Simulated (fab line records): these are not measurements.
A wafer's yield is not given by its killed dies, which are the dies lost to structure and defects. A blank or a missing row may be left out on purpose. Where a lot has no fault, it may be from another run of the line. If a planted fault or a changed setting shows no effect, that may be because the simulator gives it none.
Chamber matching | flow n5-finfet | 4 sister chambers for N5_HKMG_FIN_HK_ALD_01 on ald-hk-01
The step deposits HfO2, target thk 1.6 nm, pulse time 3 s, purge time 3 s. 8 wafers are shown with their chamber, then 7 later ones without.

## WAFERS WITH THEIR CHAMBER
wafer  | chamber | precursor-pulse-height-rel
L077.5 | 0       | 0.984
L079.1 | 1       | 0.982
L079.3 | 3       | 0.966
L086.1 | 2       | 0.967
L086.3 | 3       | 0.979
L086.4 | 1       | 1.007
L088.3 | 0       | 1.004
L088.5 | 2       | 0.993

## WAFERS WHOSE CHAMBER IS MISSING
wafer  | precursor-pulse-height-rel
L088.6 | 0.993
L096.1 | 1.019
L096.2 | 0.991
L096.3 | 0.970
L096.4 | 0.976
L096.5 | 0.992
L096.6 | 0.992

## CHAMBER TAKEN BY EACH
wafer  | from the rows above               | in truth
L088.6 | can't be placed: 0 or 1 or 2 or 3 | 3
L096.1 | can't be placed: 1 or 0 or 2 or 3 | 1
L096.2 | can't be placed: 0 or 1 or 2 or 3 | 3
L096.3 | can't be placed: 3 or 2 or 0 or 1 | 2
L096.4 | can't be placed: 3 or 2 or 0 or 1 | 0
L096.5 | can't be placed: 0 or 1 or 2 or 3 | 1
L096.6 | can't be placed: 0 or 1 or 2 or 3 | 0
Correctly placed: 0 of 7. These rows do not allow placing 7 (true chamber among the candidates in 7). Wrongly placed: 0.
How it was worked out, from the rows above alone: a wafer's distance from a chamber is the root of the sum, over the readings, of the square of ((its reading less the chamber's mean) divided by the reading's scatter). If the next closest chamber is less than 2 further off than the closest, the wafer can't be placed; otherwise it belongs to the closest. A chamber's mean is the mean of its shown wafers. The scatter: the root of (the sum of the squares of (reading less its chamber's mean) over the shown wafers, divided by (wafers less chambers)).
